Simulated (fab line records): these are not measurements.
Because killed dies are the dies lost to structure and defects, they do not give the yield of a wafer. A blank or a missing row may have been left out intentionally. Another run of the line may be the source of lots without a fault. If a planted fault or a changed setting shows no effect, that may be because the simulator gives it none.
Which tool is to blame?	flow n5-finfet	30 wafers sampled from 10 lots at 1 step of a route of 1938

## WHAT EACH GAUGE READ, for each wafer
N5_BEOL_M13_THK_MEAS_01.
lot	measured	on	M13_ILD_THK (nm)
L604	day 10 20:07	film-metro-02	821 833 848
L606	day 11 19:00	film-metro-02	832 849 860
L610	day 13 09:56	film-metro-01	820 840 825
L609	day 14 14:03	film-metro-01	841 829 844
L615	day 14 23:17	film-metro-02	837 841 854
L621	day 16 10:47	film-metro-01	838 849 857
L626	day 17 09:07	film-metro-02	833 848 843
L622	day 17 09:32	film-metro-02	832 838 850
L625	day 17 15:31	film-metro-01	824 829 830
L627	day 17 17:16	film-metro-01	841 839 855

## WHAT TOOL EACH LOT RAN ON (gives the tool, then ch and the chambers of the sampled wafers, and finally the start)
Record: no process step prior to these readings.

## WHAT THE TOOLS THEMSELVES READ (means of the sampled wafers that have a number; where no wafer has one, the mark that the record gives instead)
The record holds no such reading with a usual standard deviation.

## THE ANSWER, worked out from the rows above alone
Rule: the usual values come from the lots themselves. The widest of any qualifying gaps counts: lots, ordered by their means at a reading, are off when they make up no more than a third of the lots, leave a main group of 4 or more, and stand apart from it by 3 or more times the standard deviation of that group's means. A main group is skipped when, at the precision printed for the reading in the tables above, its means are all equal. Also off: a lot with no number at a reading for which 4 or more lots have one. Any other lot the step has rows for is counted as sound. Order of review: gauges by route order, followed by the tools' own readings, for which a lot's mean as printed above is used. At the first step where some lot is off, the reading lying furthest off is the one used; lots without a number count as furthest.
None of the lots is off at any reading shown; this tells nothing.

## WHAT HAD BEEN PUT IN BY THE SIMULATOR
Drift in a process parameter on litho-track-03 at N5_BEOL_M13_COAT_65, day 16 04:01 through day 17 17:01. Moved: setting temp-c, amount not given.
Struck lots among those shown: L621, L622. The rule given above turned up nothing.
